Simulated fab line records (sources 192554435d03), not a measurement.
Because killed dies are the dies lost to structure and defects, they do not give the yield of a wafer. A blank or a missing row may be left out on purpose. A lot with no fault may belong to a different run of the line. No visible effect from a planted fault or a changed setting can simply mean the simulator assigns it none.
What tool caused it?	flow n5Finfet	72 wafers from 24 lots sampled at 6 of the route's 1938 steps

WHAT THE GAUGES READ, wafer by wafer
N5_HKMG_FIN_OVL_MEAS_50.
lot	measured	on	NDIPOLE_OVL (nm)
L074	day 4 00:41	overlay-01	1.9 1.1 1.9
L075	day 4 03:48	overlay-01	0.7 1.0 -0.4
L076	day 4 11:06	overlay-01	0.9 -0.4 0.8
L077	day 4 16:04	overlay-01	0.2 0.7 1.1
L078	day 5 00:08	overlay-01	0.0 0.4 0.3
L079	day 5 06:16	overlay-02	0.0 -0.8 0.2
L080	day 5 12:11	overlay-01	-0.3 -0.4 -0.8
L081	day 5 19:19	overlay-01	0.0 -0.1 -1.1
L082	day 6 02:23	overlay-01	-1.2 -1.0 -1.0
L083	day 6 08:25	overlay-02	-0.3 -1.0 -0.8
L084	day 6 17:17	overlay-01	0.5 1.6 0.9
L085	day 6 18:22	overlay-01	1.0 0.3 -0.3
L086	day 7 06:55	overlay-02	0.9 0.6 -0.7
L087	day 7 09:38	overlay-02	0.3 0.7 0.9
L088	day 7 13:24	overlay-02	-0.2 -1.0 -0.5
L089	day 7 23:13	overlay-02	0.0 0.5 0.2
L090	day 8 02:17	overlay-01	0.7 1.7 0.6
L091	day 8 08:51	overlay-02	-0.2 0.4 0.5
L092	day 8 17:43	overlay-02	-1.3 -0.8 -1.0
L093	day 8 19:58	overlay-01	1.0 0.5 0.5
L094	day 9 05:53	overlay-02	0.2 0.4 1.3
L095	day 9 09:51	overlay-01	-0.1 -0.4 0.1
L096	day 9 19:04	overlay-01	1.3 -0.2 0.9
L097	day 10 03:23	overlay-01	-1.0 -0.7 -1.1

N5_HKMG_FIN_CD_MEAS_12: target cd 92.8 nm.
lot	measured	on	cdNm (nm)
L074	day 4 04:05	cdSem-03	93.3 93.8 93.4
L075	day 4 07:06	cdSem-03	93.8 94.8 93.6
L076	day 4 14:19	cdSem-01	92.5 93.2 93.3
L077	day 4 19:24	cdSem-01	92.1 92.9 92.2
L078	day 5 03:40	cdSem-01	92.1 93.5 93.0
L079	day 5 10:14	cdSem-01	93.6 92.0 92.3
L080	day 5 15:32	cdSem-02	93.4 93.0 94.1
L081	day 5 22:52	cdSem-03	93.0 93.8 93.9
L082	day 6 05:44	cdSem-03	92.7 92.4 92.4
L083	day 6 11:41	cdSem-02	93.7 93.6 92.0
L084	day 6 20:36	cdSem-02	94.1 93.2 94.4
L085	day 6 22:31	cdSem-02	93.0 92.7 93.9
L086	day 7 10:08	cdSem-02	92.9 92.7 92.4
L087	day 7 13:27	cdSem-02	93.9 93.6 92.9
L088	day 7 16:52	cdSem-02	93.4 92.9 93.4
L089	day 8 02:32	cdSem-02	93.3 92.3 93.1
L090	day 8 05:44	cdSem-03	92.8 93.3 93.5
L091	day 8 13:08	cdSem-02	91.9 92.9 91.7
L092	day 8 21:46	cdSem-01	92.7 93.4 93.3
L093	day 8 23:17	cdSem-03	91.7 93.2 92.9
L094	day 9 09:14	cdSem-02	93.3 92.9 92.3
L095	day 9 13:37	cdSem-01	92.0 93.5 92.3
L096	day 9 22:35	cdSem-01	92.8 93.7 93.2
L097	day 10 07:24	cdSem-03	92.8 91.7 93.2

WHAT TOOL EACH LOT RAN ON (gives the tool, then ch and the chambers of the sampled wafers, and finally the start)
lot	N5_HKMG_FIN_ALD_74	N5_HKMG_FIN_DESCUM_53	N5_HKMG_FIN_ETCH_54	N5_HKMG_FIN_ALD_79
L074	aldHk-01 ch 0,1, day 4 00:14	rieDiel-05 ch 0,1,3, day 4 00:45	rieDiel-05 ch 0,1,3, day 4 00:47	aldMetal-02 ch 0,2, day 4 02:08
L075	aldHk-03 ch 0,1,3, day 4 03:14	rieDiel-03 ch 0,2,3, day 4 03:52	rieDiel-03 ch 0,2,3, day 4 03:54	aldMetal-03 ch 0,1,3, day 4 05:14
L076	aldHk-02 ch 1,2, day 4 10:39	rieDiel-05 ch 1,3, day 4 11:10	rieDiel-05 ch 1,3, day 4 11:11	aldMetal-03 ch 2,3, day 4 12:31
L077	aldHk-01 ch 0,1, day 4 15:29	rieDiel-02 ch 0,2,3, day 4 16:07	rieDiel-02 ch 0,2,3, day 4 16:10	aldMetal-03 ch 1,3, day 4 17:29
L078	aldHk-01 ch 0,3, day 4 23:34	rieDiel-03 ch 1,2, day 5 00:11	rieDiel-03 ch 1,2, day 5 00:14	aldMetal-02 ch 0,2,3, day 5 01:46
L079	aldHk-01 ch 1,2,3, day 5 05:42	rieDiel-03 ch 0,1,2, day 5 06:44	rieDiel-03 ch 0,1,2, day 5 06:46	aldMetal-04 ch 0,2, day 5 08:06
L080	aldHk-03 ch 2,3, day 5 11:44	rieDiel-02 ch 0,1,3, day 5 12:14	rieDiel-02 ch 0,1,3, day 5 12:17	aldMetal-02 ch 1,3, day 5 13:37
L081	aldHk-03 ch 0,1,2, day 5 18:45	rieDiel-05 ch 0,3, day 5 19:23	rieDiel-05 ch 0,3, day 5 19:25	aldMetal-04 ch 0,3, day 5 20:45
L082	aldHk-03 ch 2,3, day 6 01:56	rieDiel-05 ch 0,1,3, day 6 02:27	rieDiel-05 ch 0,1,3, day 6 02:29	aldMetal-04 ch 0,2,3, day 6 03:49
L083	aldHk-01 ch 1,2,3, day 6 07:51	rieDiel-05 ch 1,3, day 6 08:29	rieDiel-05 ch 1,3, day 6 08:31	aldMetal-03 ch 0,1,2, day 6 09:51
L084	aldHk-03 ch 0,2,3, day 6 16:43	rieDiel-03 ch 0,2,3, day 6 17:21	rieDiel-03 ch 0,2,3, day 6 17:23	aldMetal-03 ch 0,1,3, day 6 18:43
L085	aldHk-03 ch 0,1,2, day 6 17:55	rieDiel-02 ch 0,1, day 6 19:17	rieDiel-02 ch 0,1, day 6 19:19	aldMetal-03 ch 2,3, day 6 20:40
L086	aldHk-03 ch 0,1, day 7 06:21	rieDiel-03 ch 1,2, day 7 06:59	rieDiel-03 ch 1,2, day 7 07:01	aldMetal-04 ch 0,1,2, day 7 08:20
L087	aldHk-01 ch 0,1, day 7 09:04	rieDiel-05 ch 0,3, day 7 09:59	rieDiel-05 ch 0,3, day 7 10:01	aldMetal-04 ch 0,1,2, day 7 11:20
L088	aldHk-03 ch 0,1, day 7 12:50	rieDiel-03 ch 0,1, day 7 13:32	rieDiel-03 ch 0,1, day 7 13:34	aldMetal-04 ch 2,3, day 7 14:57
L089	aldHk-03 ch 0,3, day 7 22:46	rieDiel-02 ch 1,2, day 7 23:16	rieDiel-02 ch 1,2, day 7 23:18	aldMetal-04 ch 1,2,3, day 8 00:38
L090	aldHk-02 ch 0,1,2, day 8 01:50	rieDiel-05 ch 1,2, day 8 02:20	rieDiel-05 ch 1,2, day 8 02:23	aldMetal-03 ch 1,3, day 8 03:43
L091	aldHk-02 ch 0,1,3, day 8 08:07	rieDiel-02 ch 0,1,2, day 8 08:54	rieDiel-02 ch 0,1,2, day 8 08:56	aldMetal-04 ch 0,3, day 8 10:17
L092	aldHk-02 ch 0,2,3, day 8 17:04	rieDiel-03 ch 0,1,3, day 8 18:13	rieDiel-03 ch 0,1,3, day 8 18:15	aldMetal-03 ch 0,2, day 8 19:35
L093	aldHk-03 ch 0,2,3, day 8 19:14	rieDiel-02 ch 1,2,3, day 8 20:03	rieDiel-02 ch 1,2,3, day 8 20:05	aldMetal-04 ch 1,2, day 8 21:25
L094	aldHk-01 ch 2,3, day 9 05:19	rieDiel-05 ch 0,2,3, day 9 05:57	rieDiel-05 ch 0,2,3, day 9 05:59	aldMetal-04 ch 1,2,3, day 9 07:19
L095	aldHk-02 ch 1,2,3, day 9 09:17	rieDiel-02 ch 0,3, day 9 10:08	rieDiel-02 ch 0,3, day 9 10:10	aldMetal-04 ch 0,2,3, day 9 11:30
L096	aldHk-03 ch 0,3, day 9 18:29	rieDiel-02 ch 0,3, day 9 19:07	rieDiel-02 ch 0,3, day 9 19:10	aldMetal-04 ch 0,2,3, day 9 20:30
L097	aldHk-03 ch 0,1, day 10 02:55	rieDiel-03 ch 0,3, day 10 03:27	rieDiel-03 ch 0,3, day 10 03:30	aldMetal-04 ch 0,2, day 10 05:13
- N5_HKMG_FIN_ALD_74: deposits La2O3, target thk 0.5 nm, pulse time 6 s, co reactant pulse time 1 s.
- N5_HKMG_FIN_DESCUM_53: chemistry O2, time 7.9 s.
- N5_HKMG_FIN_ETCH_54: etches SiARC in CF4, target depth 45.5 nm, time 75.8 s.
- N5_HKMG_FIN_ALD_79: deposits TiN, target thk 1.5 nm, pulse time 1 s, purge time 3 s.

WHAT THE TOOLS THEMSELVES READ (means of the sampled wafers that have a number; where no wafer has one, the mark that the record gives instead)
N5_HKMG_FIN_ALD_74.
lot	tool	heaterPowerOuterW (W)	heaterPowerW (W)	precursorPulseHeightRel
L074	aldHk-01	188	344	1.000
L075	aldHk-03	207	369	1.006
L076	aldHk-02	189	345	0.981
L077	aldHk-01	193	350	0.998
L078	aldHk-01	188	339	1.018
L079	aldHk-01	198	369	0.986
L080	aldHk-03	217	360	0.992
L081	aldHk-03	214	366	1.007
L082	aldHk-03	213	369	0.996
L083	aldHk-01	199	364	0.992
L084	aldHk-03	214	369	1.007
L085	aldHk-03	216	364	0.994
L086	aldHk-03	214	370	1.013
L087	aldHk-01	193	348	0.987
L088	aldHk-03	216	371	0.999
L089	aldHk-03	218	380	1.008
L090	aldHk-02	179	339	0.997
L091	aldHk-02	172	326	0.999
L092	aldHk-02	178	323	0.995
L093	aldHk-03	216	370	1.009
L094	aldHk-01	196	359	1.001
L095	aldHk-02	186	340	0.995
L096	aldHk-03	214	375	0.999
L097	aldHk-03	204	359	1.016

N5_HKMG_FIN_DESCUM_53.
lot	tool	drypumpMotorCurrentA (A)	o2FlowSccm (sccm)	oesProductAu (a.u.)	rfVppV (V)	showerheadPlenumPTorr (Torr)	throttleValvePct (%)
L074	rieDiel-05	5.8	224.8	0.73	244.0	2.18	20.58
L075	rieDiel-03	5.9	225.0	0.71	243.0	2.07	20.29
L076	rieDiel-05	5.6	225.0	0.72	244.3	2.18	20.69
L077	rieDiel-02	6.1	225.7	0.79	241.8	2.01	20.47
L078	rieDiel-03	6.0	224.8	0.76	243.3	2.09	20.36
L079	rieDiel-03	6.0	225.3	0.73	242.8	2.08	20.44
L080	rieDiel-02	5.9	224.7	0.80	242.8	2.04	20.31
L081	rieDiel-05	6.0	224.7	0.71	245.3	2.18	20.50
L082	rieDiel-05	5.8	225.6	0.71	244.8	2.18	20.60
L083	rieDiel-05	5.6	224.7	0.71	244.2	2.18	20.71
L084	rieDiel-03	5.9	225.0	0.69	243.1	2.06	20.30
L085	rieDiel-02	6.0	225.7	0.76	241.7	2.00	20.33
L086	rieDiel-03	6.1	225.0	0.74	242.8	2.08	20.39
L087	rieDiel-05	6.3	225.0	0.71	243.9	2.17	20.57
L088	rieDiel-03	6.3	225.2	0.70	242.9	2.08	20.55
L089	rieDiel-02	5.7	225.0	0.70	243.2	2.10	20.59
L090	rieDiel-05	5.4	224.9	0.86	243.7	2.08	20.28
L091	rieDiel-02	5.8	224.7	0.72	242.5	2.05	20.47
L092	rieDiel-03	6.2	225.4	0.72	243.6	2.08	20.37
L093	rieDiel-02	5.7	225.3	0.75	242.7	2.09	20.48
L094	rieDiel-05	5.9	225.3	0.77	243.7	2.12	20.38
L095	rieDiel-02	6.2	224.9	0.77	241.1	1.94	20.41
L096	rieDiel-02	6.2	224.8	0.77	241.1	1.94	20.42
L097	rieDiel-03	6.0	225.2	0.69	242.6	2.05	20.25

N5_HKMG_FIN_ETCH_54.
lot	tool	drypumpMotorCurrentA (A)	etchRfOnTimeS (s)	oesProductAu (a.u.)	rfVppV (V)	showerheadPlenumPTorr (Torr)	throttleValvePct (%)
L074	rieDiel-05	5.8	74.5	0.63	185.1	2.22	15.69
L075	rieDiel-03	5.9	74.9	0.61	184.1	2.13	15.61
L076	rieDiel-05	5.6	74.2	0.63	185.0	2.21	15.81
L077	rieDiel-02	6.0	76.8	0.68	184.4	2.06	15.66
L078	rieDiel-03	6.0	74.7	0.66	184.2	2.15	15.57
L079	rieDiel-03	6.0	75.0	0.62	184.1	2.13	15.67
L080	rieDiel-02	5.9	75.4	0.69	184.4	2.10	15.54
L081	rieDiel-05	6.0	75.1	0.62	185.0	2.21	15.62
L082	rieDiel-05	5.8	74.5	0.62	185.1	2.21	15.73
L083	rieDiel-05	5.6	74.2	0.61	185.9	2.20	15.84
L084	rieDiel-03	5.9	74.4	0.60	184.1	2.12	15.64
L085	rieDiel-02	6.0	75.2	0.65	182.8	2.06	15.60
L086	rieDiel-03	6.0	75.0	0.64	183.3	2.14	15.61
L087	rieDiel-05	6.3	75.0	0.61	184.1	2.21	15.76
L088	rieDiel-03	6.3	75.8	0.62	184.2	2.12	15.74
L089	rieDiel-02	5.7	77.9	0.60	184.0	2.15	15.77
L090	rieDiel-05	5.4	75.7	0.72	184.2	2.13	15.46
L091	rieDiel-02	5.8	76.5	0.62	184.2	2.10	15.70
L092	rieDiel-03	6.2	75.2	0.61	184.2	2.13	15.63
L093	rieDiel-02	5.7	77.4	0.63	183.3	2.14	15.66
L094	rieDiel-05	5.9	74.5	0.66	183.8	2.17	15.57
L095	rieDiel-02	6.2	75.1	0.66	182.0	2.01	15.66
L096	rieDiel-02	6.2	75.0	0.67	182.6	2.00	15.68
L097	rieDiel-03	6.0	74.7	0.60	184.2	2.12	15.62

N5_HKMG_FIN_ALD_79.
lot	tool	heaterPowerOuterW (W)	heaterPowerW (W)	precursorPulseHeightRel
L074	aldMetal-02	625	949	0.999
L075	aldMetal-03	550	916	0.991
L076	aldMetal-03	573	988	1.002
L077	aldMetal-03	629	1019	1.021
L078	aldMetal-02	585	921	1.017
L079	aldMetal-04	454	782	1.004
L080	aldMetal-02	532	893	1.024
L081	aldMetal-04	455	750	0.991
L082	aldMetal-04	449	782	0.989
L083	aldMetal-03	499	830	0.996
L084	aldMetal-03	551	907	1.003
L085	aldMetal-03	588	998	1.020
L086	aldMetal-04	454	784	1.018
L087	aldMetal-04	454	766	0.990
L088	aldMetal-04	442	754	1.003
L089	aldMetal-04	448	749	1.002
L090	aldMetal-03	569	935	1.004
L091	aldMetal-04	461	747	0.999
L092	aldMetal-03	480	818	1.031
L093	aldMetal-04	443	778	0.985
L094	aldMetal-04	441	760	1.009
L095	aldMetal-04	453	771	0.989
L096	aldMetal-04	454	768	1.005
L097	aldMetal-04	463	789	0.995

THE ANSWER, worked out from the rows above alone
Rule: usual is defined by the lots themselves. Put in order of their means at a reading, lots are off if they are a third of the lots or fewer, leave a main group of 4 or more, and stand apart from it by a gap of 3 or more times the standard deviation of the main group's means; of several such gaps the widest counts. Not used: any main group whose means are identical at the precision the tables above print for the reading. Also off: a lot with no number at a reading for which 4 or more lots have one. Any other lot the step has rows for is counted as sound. The gauges are gone through in route order, then the tools' own readings, and for those a lot's mean is taken as printed above. The first step at which some lot is off is used, and at that step the reading that is off furthest; a lot without a number counts as furthest.
No lot is off at any reading shown: from this, nothing can be told.

WHAT THE SIMULATOR HAD INSERTED
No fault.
